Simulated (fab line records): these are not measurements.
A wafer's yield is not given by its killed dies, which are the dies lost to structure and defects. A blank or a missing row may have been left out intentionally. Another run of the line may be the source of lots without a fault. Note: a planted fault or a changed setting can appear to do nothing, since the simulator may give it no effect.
Chamber matching / flow n5Finfet / N5_FIN_SAQP_STRIP_77 on rieDiel-02 has 4 sister chambers
The step strips in N2/H2, time 90 s. 16 wafers are shown with their chamber, then 8 later ones without.

WAFERS PAIRED WITH THEIR CHAMBERS
wafer=L074.2; chamber=0; drypumpMotorCurrentA (A)=5.1; throttleValvePct (%)=12.44; oesProductAu (a.u.)=0.73
wafer=L074.3; chamber=3; drypumpMotorCurrentA (A)=5.3; throttleValvePct (%)=12.29; oesProductAu (a.u.)=0.71
wafer=L074.4; chamber=2; drypumpMotorCurrentA (A)=5.2; throttleValvePct (%)=11.97; oesProductAu (a.u.)=0.97
wafer=L084.3; chamber=1; drypumpMotorCurrentA (A)=6.4; throttleValvePct (%)=12.09; oesProductAu (a.u.)=0.70
wafer=L084.4; chamber=2; drypumpMotorCurrentA (A)=5.2; throttleValvePct (%)=12.00; oesProductAu (a.u.)=0.90
wafer=L084.6; chamber=1; drypumpMotorCurrentA (A)=6.5; throttleValvePct (%)=12.08; oesProductAu (a.u.)=0.71
wafer=L085.2; chamber=1; drypumpMotorCurrentA (A)=6.4; throttleValvePct (%)=12.07; oesProductAu (a.u.)=0.70
wafer=L085.4; chamber=2; drypumpMotorCurrentA (A)=5.2; throttleValvePct (%)=12.01; oesProductAu (a.u.)=0.91
wafer=L085.6; chamber=1; drypumpMotorCurrentA (A)=6.4; throttleValvePct (%)=12.09; oesProductAu (a.u.)=0.70
wafer=L089.1; chamber=2; drypumpMotorCurrentA (A)=5.1; throttleValvePct (%)=12.02; oesProductAu (a.u.)=0.88
wafer=L089.2; chamber=3; drypumpMotorCurrentA (A)=5.3; throttleValvePct (%)=11.71; oesProductAu (a.u.)=0.99
wafer=L089.3; chamber=1; drypumpMotorCurrentA (A)=6.4; throttleValvePct (%)=12.10; oesProductAu (a.u.)=0.70
wafer=L090.1; chamber=2; drypumpMotorCurrentA (A)=5.1; throttleValvePct (%)=12.03; oesProductAu (a.u.)=0.88
wafer=L090.2; chamber=1; drypumpMotorCurrentA (A)=6.5; throttleValvePct (%)=12.10; oesProductAu (a.u.)=0.70
wafer=L090.3; chamber=0; drypumpMotorCurrentA (A)=5.1; throttleValvePct (%)=12.55; oesProductAu (a.u.)=0.72
wafer=L091.1; chamber=2; drypumpMotorCurrentA (A)=5.1; throttleValvePct (%)=12.07; oesProductAu (a.u.)=0.88

SIGNATURES (averages over the wafers above)
reading=drypumpMotorCurrentA; chamber 0=5.100; chamber 1=6.433; chamber 2=5.150; chamber 3=5.300; scatter within a chamber=0.0486
reading=throttleValvePct; chamber 0=12.4950; chamber 1=12.0883; chamber 2=12.0167; chamber 3=12.0000; scatter within a chamber=0.123
reading=oesProductAu; chamber 0=0.7250; chamber 1=0.7017; chamber 2=0.9033; chamber 3=0.8500; scatter within a chamber=0.0616
Rule: distance of a wafer from a chamber = root of the sum over the readings of ((wafer's reading minus chamber's mean) / reading's scatter) squared. The wafer belongs to the nearest chamber; if the next one is less than 2 further off, it can't be placed. The scatter: the root of (the sum of the squares of (reading less its chamber's mean) over the shown wafers, divided by (wafers less chambers)).

WAFERS WHOSE CHAMBER IS MISSING
wafer=L091.2; drypumpMotorCurrentA (A)=6.4; throttleValvePct (%)=12.13; oesProductAu (a.u.)=0.68
wafer=L091.6; drypumpMotorCurrentA (A)=5.3; throttleValvePct (%)=11.73; oesProductAu (a.u.)=0.97
wafer=L092.4; drypumpMotorCurrentA (A)=6.4; throttleValvePct (%)=12.11; oesProductAu (a.u.)=0.69
wafer=L092.5; drypumpMotorCurrentA (A)=5.1; throttleValvePct (%)=12.57; oesProductAu (a.u.)=0.71
wafer=L092.6; drypumpMotorCurrentA (A)=6.4; throttleValvePct (%)=12.09; oesProductAu (a.u.)=0.69
wafer=L095.2; drypumpMotorCurrentA (A)=5.3; throttleValvePct (%)=11.74; oesProductAu (a.u.)=0.95
wafer=L095.3; drypumpMotorCurrentA (A)=5.2; throttleValvePct (%)=12.08; oesProductAu (a.u.)=0.87
wafer=L095.6; drypumpMotorCurrentA (A)=5.3; throttleValvePct (%)=11.77; oesProductAu (a.u.)=0.94

WHICH CHAMBER EACH ONE RAN IN
wafer=L091.2; from the rows above=1; in truth=1
wafer=L091.6; from the rows above=can't be placed: 3 or 2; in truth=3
wafer=L092.4; from the rows above=1; in truth=1
wafer=L092.5; from the rows above=0; in truth=0
wafer=L092.6; from the rows above=1; in truth=1
wafer=L095.2; from the rows above=can't be placed: 3 or 2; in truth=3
wafer=L095.3; from the rows above=can't be placed: 2 or 3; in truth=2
wafer=L095.6; from the rows above=can't be placed: 3 or 2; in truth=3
Correct placement for 4 of the 8. From these rows, 4 cannot be placed; in 4 the true chamber is one of the candidates. 0 placed wrongly.
